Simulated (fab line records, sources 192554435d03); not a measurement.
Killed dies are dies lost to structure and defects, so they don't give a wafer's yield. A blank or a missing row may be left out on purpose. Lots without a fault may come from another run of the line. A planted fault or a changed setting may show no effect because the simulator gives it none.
A struck lot beside a sound one | flow n5_finfet | 16 steps out of a route of 1938
Sound: wafers L210.2, L210.3, L210.5. Struck: wafers L227.2, L227.6. (L227.1 of the same lot was not struck and is left out.) The cause comes at the end.
At each step with rows: each side's tool, then ch and its chambers, then its first start. Under that, the readings that differ: sound wafers | struck wafers | difference of the means | sigmas: that difference in standard deviations of wafers without a fault.
alike: readings whose means differ by less than 2 such deviations, and words and numbers that are the same on both sides. not compared: withheld readings, readings that some wafer has no value for, bounds like >300 that may hide the same value, and numbers for which the record gives no deviation and whose values overlap.
The two part at a step that has a row with sigmas, a row that says differs or no value, or rows on one side only. Numbers that don't overlap but have no deviation are shown without sigmas and don't part them. A reading that every wafer of one side lacks parts them only if that side has two wafers or more.

first, 8 steps without rows for these wafers: N5_HKMG_FIN_COAT_41 (time 60 s, resist thk 300 nm); N5_HKMG_FIN_COAT_42 (time 60 s, resist thk 35 nm); N5_HKMG_FIN_COAT_43 (resist thk 90 nm); N5_HKMG_FIN_EBR_45; N5_HKMG_FIN_SOFTBAKE_44 (time 60 s); N5_HKMG_FIN_EXPOSE_46 (exposes mask NDIPOLE); N5_HKMG_FIN_PEB_47 (peb time 60 s); N5_HKMG_FIN_DEVELOP_48 (develop time 30 s).
N5_HKMG_FIN_CD_MEAS_49: target cd 202 nm.
  sound on cd_sem-01 ch 0, day 3 21:49; struck on cd_sem-01 ch 0, day 8 05:13
  alike: cd_nm
N5_HKMG_FIN_OVL_MEAS_50:
  sound on overlay-02 ch 0, day 3 21:51; struck on overlay-02 ch 0, day 8 05:15
  alike: NDIPOLE_OVL
N5_HKMG_FIN_INSPECT_61: inspects for defects (macro).
  sound on defect_inspect-02, day 3 21:52; struck on defect_inspect-02, day 8 05:16
  alike: raw_defect_count
N5_HKMG_FIN_DESCUM_53: chemistry O2, time 7.9 s.
  sound on rie_diel-03 ch 1,3, day 3 21:55; struck on rie_diel-03 ch 0, day 8 05:18
  alike: drypump_motor_current_A, oes_product_au, rf_vpp_V, showerhead_plenum_p_Torr, throttle_valve_pct
  not compared: rf_hours_counter_h
N5_HKMG_FIN_ETCH_54: etches SiARC in CF4, target depth 45.5 nm, time 75.8 s.
  sound on rie_diel-03 ch 1,3, day 3 21:56; struck on rie_diel-03 ch 0, day 8 05:20
  reading                         | sound             | struck      | difference | sigmas
  cf4_flow_sccm (sccm)            | 99.85 99.65 99.54 | 69.65 69.89 | -29.91     | -99 or more
  showerhead_plenum_p_Torr (Torr) | 2.08 2.07 2.08    | 1.90 1.90   | -0.18      | -3
  throttle_valve_pct (%)          | 15.61 15.49 15.60 | 14.39 14.39 | -1.18      | -8
  alike: drypump_motor_current_A, etch_rf_on_time_s, oes_product_au, rf_vpp_V
  not compared: rf_hours_counter_h
N5_HKMG_FIN_ETCH_55: etches SOC in N2/H2, target depth 240 nm, time 300 s.
  sound on rie_diel-03 ch 1,3, day 3 22:00; struck on rie_diel-03 ch 0, day 8 05:23
  alike: drypump_motor_current_A, h2_flow_sccm, oes_product_au, rf_vpp_V, showerhead_plenum_p_Torr, throttle_valve_pct
  not compared: rf_hours_counter_h
-- the record jumps here: 8 days lie between the struck wafers' starts before and after (it left off in module HKMG_FIN and takes up again in module BEOL_M4, whose first step shown is number 1111 of the route) --
N5_BEOL_M4_RC_MEAS_101:
  sound on prober-02 ch 0, day 10 21:08; struck on prober-01 ch 0, day 15 18:53
  alike: DIBL_N, DIBL_P, IOFF_N, IOFF_P, ION_N, ION_P, SS_N, SS_P, VT_N, VT_P
-- the record jumps here: 5 days lie between the struck wafers' starts before and after (it left off in module BEOL_M4 and takes up again in module PASSIVATION, whose first step shown is number 1936 of the route) --
N5_PASSIVATION_PROBE_49:
  sound on prober-02, day 15 20:47; struck on prober-01, day 20 17:53
  alike: defect_limited_yield, killed_at_M0_to_M3, killed_at_M4_up, killed_at_contacts, killed_at_front_end, killed_at_other, killed_dies, killed_on_rim, killed_open, killed_short, sort_bin_5_function, sort_bin_6_memory, sort_bin_8_speed, sort_n_pass, sort_yield_pct

WHERE THEY PART
Only at N5_HKMG_FIN_ETCH_54, within this record. Later steps at which nothing parts them and some readings are alike: N5_HKMG_FIN_ETCH_55, N5_BEOL_M4_RC_MEAS_101, N5_PASSIVATION_PROBE_49.

WHY: what the simulator had put in
Process parameter drift: rie_diel-03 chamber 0, from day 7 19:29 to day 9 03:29, at N5_HKMG_FIN_ETCH_54. Setting cf4_flow_sccm, moved by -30, from 100. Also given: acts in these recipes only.
